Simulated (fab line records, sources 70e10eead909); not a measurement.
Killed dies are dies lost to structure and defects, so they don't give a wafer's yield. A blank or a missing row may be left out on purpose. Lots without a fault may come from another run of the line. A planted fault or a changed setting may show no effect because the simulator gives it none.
A struck lot beside a sound one | flow nand_harc | 16 steps out of a route of 1302
Sound: wafers L171.1, L171.2, L171.5. Struck: wafers L181.3, L181.5, L181.6. The cause comes at the end.
At each step with rows: each side's tool, then ch and its chambers, then its first start. Under that, the readings that differ: sound wafers | struck wafers | difference of the means | sigmas: that difference in standard deviations of wafers without a fault.
alike: readings whose means differ by less than 2 such deviations, and words and numbers that are the same on both sides. not compared: withheld readings, readings that some wafer has no value for, bounds like >300 that may hide the same value, and numbers for which the record gives no deviation and whose values overlap.
The two part at a step that has a row with sigmas, a row that says differs or no value, or rows on one side only. Numbers that don't overlap but have no deviation are shown without sigmas and don't part them. A reading that every wafer of one side lacks parts them only if that side has two wafers or more.

NHARC_A_ONON_D2_THK_MEAS_11: measures by ellipsometry.
  sound on film_metro-01, day 16 05:22; struck on film_metro-02, day 20 01:22
  alike: thk_nm
then, 1 step without rows for these wafers: NHARC_A_ONON_D2_DEP_12 (target thk 1000 nm).
NHARC_A_ONON_D2_THK_MEAS_14: measures by ellipsometry.
  sound on film_metro-02, day 16 05:56; struck on film_metro-01, day 20 01:56
  alike: thk_nm
then, 2 steps without rows for these wafers: NHARC_A_ONON_D2_ANNEAL_15 (time 3600 s); NHARC_A_ONON_D2_DEP_16 (target thk 1000 nm).
NHARC_A_ONON_D2_THK_MEAS_18: measures by ellipsometry.
  sound on film_metro-01, day 16 11:01; struck on film_metro-01, day 20 09:23
  alike: thk_nm
then, 1 step without rows for these wafers: NHARC_A_ONON_D2_DEP_19 (target thk 1000 nm).
NHARC_A_ONON_D2_THK_MEAS_21: measures by ellipsometry.
  sound on film_metro-01, day 16 11:35; struck on film_metro-01, day 20 09:57
  alike: thk_nm
then, 1 step without rows for these wafers: NHARC_A_ONON_D2_DEP_22 (target thk 1000 nm).
NHARC_A_ONON_D2_THK_MEAS_24: measures by ellipsometry.
  sound on film_metro-02, day 16 12:10; struck on film_metro-02, day 20 10:31
  alike: thk_nm
then, 1 step without rows for these wafers: NHARC_A_ONON_D2_DEP_25 (target thk 1000 nm).
NHARC_A_ONON_D2_THK_MEAS_27: measures by ellipsometry.
  sound on film_metro-02, day 16 12:51; struck on film_metro-02, day 20 11:04
  alike: thk_nm
NHARC_A_ONON_D2_DEP_28: target thk 1000 nm.
  sound on pecvd_onon-01 ch 0, day 16 13:02; struck on pecvd_onon-03, day 20 11:14
  no value came back on the struck wafers for n2_flow_sccm (sccm), n2o_flow_sccm (sccm), sih4_flow_sccm (sccm); on the sound wafers n2_flow_sccm (sccm) reads 2754 2758 2747
NHARC_A_ONON_D2_DEP_33: deposits SiO2, target thk 200 nm.
  sound on pecvd-04 ch 0,1,2, day 16 13:36; struck on pecvd-03 ch 0,1,2, day 20 11:44
  alike: chamber_pressure_Torr, flow_sccm, heater_power_outer_w, heater_power_w, rf_fwd_power_W, throttle_valve_pct
NHARC_A_ONON_D2_INSPECT_32:
  sound on defect_inspect-02, day 16 14:05; struck on defect_inspect-01, day 20 15:35
  reading | sound | struck                                                                     | difference                   | sigmas
  hold    | - - - | await_dispo/3.2h/release await_dispo/3.2h/release await_dispo/3.2h/release | no value on the sound wafers |
  alike: raw_defect_count
-- the record jumps here: 11 days lie between the struck wafers' starts before and after (it left off in module A_ONON_D2 and takes up again in module END, whose first step shown is number 1302 of the route) --
NHARC_END_SORT_01:
  sound on prober-01 ch 0, day 28 04:35; struck on prober-02 ch 0, day 31 20:21
  reading         | sound    | struck                                                               | difference                   | sigmas
  hold            | - - -    | await_dispo/2.3h/scrap await_dispo/2.3h/scrap await_dispo/2.3h/scrap | no value on the sound wafers |
  killed_at_array | 70 73 90 | 670 676 672                                                          | +595                         | +28
  killed_at_other | 5 5 2    | 1 0 0                                                                | -4                           | -2
  killed_dies     | 78 84 96 | 677 677 677                                                          | +591                         | +28
  alike: killed_at_periphery, killed_open, killed_short

WHERE THEY PART
First at NHARC_A_ONON_D2_DEP_28; last, within this record, at NHARC_END_SORT_01.

WHY: what the simulator had put in
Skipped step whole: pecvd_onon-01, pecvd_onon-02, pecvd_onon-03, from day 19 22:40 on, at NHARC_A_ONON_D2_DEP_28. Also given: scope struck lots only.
